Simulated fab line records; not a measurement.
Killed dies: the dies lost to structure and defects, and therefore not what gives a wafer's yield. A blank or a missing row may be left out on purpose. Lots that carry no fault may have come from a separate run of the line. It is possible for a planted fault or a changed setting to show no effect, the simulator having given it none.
Which tool was responsible? ; flow n5 finfet ; 11 lots, 33 wafers sampled, at 1 step of a route of 1938

## WHAT THE GAUGES SHOWED, per wafer
N5_SDB_INSPECT_13: inspects for defects (brightfield).
lot;measured;on;raw defect count
L075;day 4 01:18;defect inspect-02;47 30 66
L078;day 4 19:47;defect inspect-01;80 46 84
L080;day 5 04:56;defect inspect-02;57 64 71
L082;day 5 18:31;defect inspect-01;156 97 136
L084;day 6 09:07;defect inspect-02;45 55 84
L086;day 6 22:44;defect inspect-02;86 54 39
L088;day 7 05:29;defect inspect-01;70 50 47
L090;day 7 20:13;defect inspect-01;42 54 38
L092;day 8 08:31;defect inspect-02;63 113 111
L095;day 9 01:34;defect inspect-01;62 106 52
L097;day 9 13:21;defect inspect-01;40 26 62

## WHICH TOOL RAN EACH LOT (tool, then ch and the chambers of the sampled wafers, then the start)
Record: no process step prior to these readings.

## THE ANSWER, worked out from the rows above alone
Rule: what is usual is taken from the lots themselves. Put in order of their means at a reading, lots are off if they are a third of the lots or fewer, leave a main group of 4 or more, and stand apart from it by a gap of 3 or more times the standard deviation of the main group's means; of several such gaps the widest counts. A main group whose means are all the same, to the digits that the tables above print for the reading, isn't used. A lot without any number at a reading at which 4 lots or more have one is off too. Where the step has rows for the other lots, those lots are counted as sound.
No lot is off on any of the readings shown, so nothing can be concluded from this.

## WHAT WAS PUT IN BY THE SIMULATOR
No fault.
